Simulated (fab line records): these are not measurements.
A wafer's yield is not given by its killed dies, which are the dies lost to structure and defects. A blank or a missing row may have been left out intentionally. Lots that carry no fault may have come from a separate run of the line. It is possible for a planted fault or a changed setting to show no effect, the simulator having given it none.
Which tool was responsible? ; flow n5-finfet ; Sampling: 11 lots, 30 wafers, 4 of 1938 route steps

## WHAT EACH GAUGE READ, for each wafer
N5_BEOL_M1_THK_MEAS_01.
lot;measured;on;M1_ILD_THK (nm)
L592;day 6 04:42;film-metro-02;78.8 78.4 79.3
L593;day 6 13:59;film-metro-01;77.9 79.2 79.2
L595;day 6 19:34;film-metro-02;77.7 78.5 77.4
L596;day 7 05:26;film-metro-02;78.4 78.1 79.8
L600;day 8 07:58;film-metro-01;76.8 111.6
L603;day 9 01:06;film-metro-02;111.8 78.9
L608;day 9 23:20;film-metro-01;77.7 79.8
L609;day 10 07:09;film-metro-02;77.7 78.8 79.2
L611;day 10 19:20;film-metro-01;78.4 79.2 79.6
L612;day 11 00:14;film-metro-02;78.4 77.7 79.0
L615;day 11 15:26;film-metro-01;78.5 79.4 80.3

## TOOL THAT RAN EACH LOT (tool first, then ch and the chambers of the sampled wafers, then the start)
lot;N5_BEOL_M0_ANNEAL_117;N5_BEOL_M0_ANNEAL_133;N5_BEOL_M1_ILD_DEP_00
L592;pvd-sputter-02, day 6 03:04;pvd-sputter-02, day 6 03:11;pecvd-03 ch 0,1,2, day 6 04:39
L593;pvd-sputter-01, day 6 12:23;pvd-sputter-01, day 6 12:31;pecvd-01 ch 0,1,2, day 6 13:56
L595;pvd-sputter-03, day 6 18:06;pvd-sputter-03, day 6 18:13;pecvd-03 ch 0,1, day 6 19:30
L596;pvd-sputter-02, day 7 03:56;pvd-sputter-02, day 7 04:04;pecvd-03 ch 0,1,2, day 7 05:22
L600;pvd-sputter-03, day 8 06:30;pvd-sputter-03, day 8 06:37;pecvd-03 ch 0,2, day 8 07:54
L603;pvd-sputter-02, day 8 23:24;pvd-sputter-02, day 8 23:31;pecvd-03 ch 1,2, day 9 01:02
L608;pvd-sputter-02, day 9 21:53;pvd-sputter-02, day 9 22:00;pecvd-01 ch 1, day 9 23:16
L609;pvd-sputter-01, day 10 05:39;pvd-sputter-01, day 10 05:46;pecvd-01 ch 0, day 10 07:04
L611;pvd-sputter-01, day 10 17:53;pvd-sputter-01, day 10 18:00;pecvd-02 ch 0,2, day 10 19:16
L612;pvd-sputter-01, day 10 22:47;pvd-sputter-01, day 10 22:54;pecvd-02 ch 0,1,2, day 11 00:10
L615;pvd-sputter-02, day 11 13:58;pvd-sputter-02, day 11 14:05;pecvd-01 ch 0,2, day 11 15:23
- N5_BEOL_M0_ANNEAL_117: time 60 s.
- N5_BEOL_M0_ANNEAL_133: time 60 s.
- N5_BEOL_M1_ILD_DEP_00: deposits SiOC from DEMS/O2, target thk 79 nm, time 15.3 s.

## THE ANSWER, worked out from the rows above alone
Rule: the lots themselves supply what counts as usual. The widest of any qualifying gaps counts: lots, ordered by their means at a reading, are off when they make up no more than a third of the lots, leave a main group of 4 or more, and stand apart from it by 3 or more times the standard deviation of that group's means. A main group whose means are all the same, to the digits that the tables above print for the reading, isn't used. Also off: a lot with no number at a reading for which 4 or more lots have one. The other lots that the step has rows for count as sound.
Off: L600, L603, seen at N5_BEOL_M1_THK_MEAS_01 (M1_ILD_THK). For the main group the mean is 78.7 nm and the standard deviation 0.4.
A tool fits if, at a process step before that reading, it ran every lot that is off, and no sound lot after the first of them. Those tools and the gauges at N5_BEOL_M1_THK_MEAS_01 are tried in the same way. One candidate fits, namely pecvd-03 at N5_BEOL_M1_ILD_DEP_00. A fault onset in the window from L596 (day 7 05:22, its last sound lot) to L600 (day 8 07:54, its first lot off) fits.

## WHAT THE SIMULATOR HAD INSERTED
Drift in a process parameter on pecvd-03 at N5_BEOL_M1_ILD_DEP_00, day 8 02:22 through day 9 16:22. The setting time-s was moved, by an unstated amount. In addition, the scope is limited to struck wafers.
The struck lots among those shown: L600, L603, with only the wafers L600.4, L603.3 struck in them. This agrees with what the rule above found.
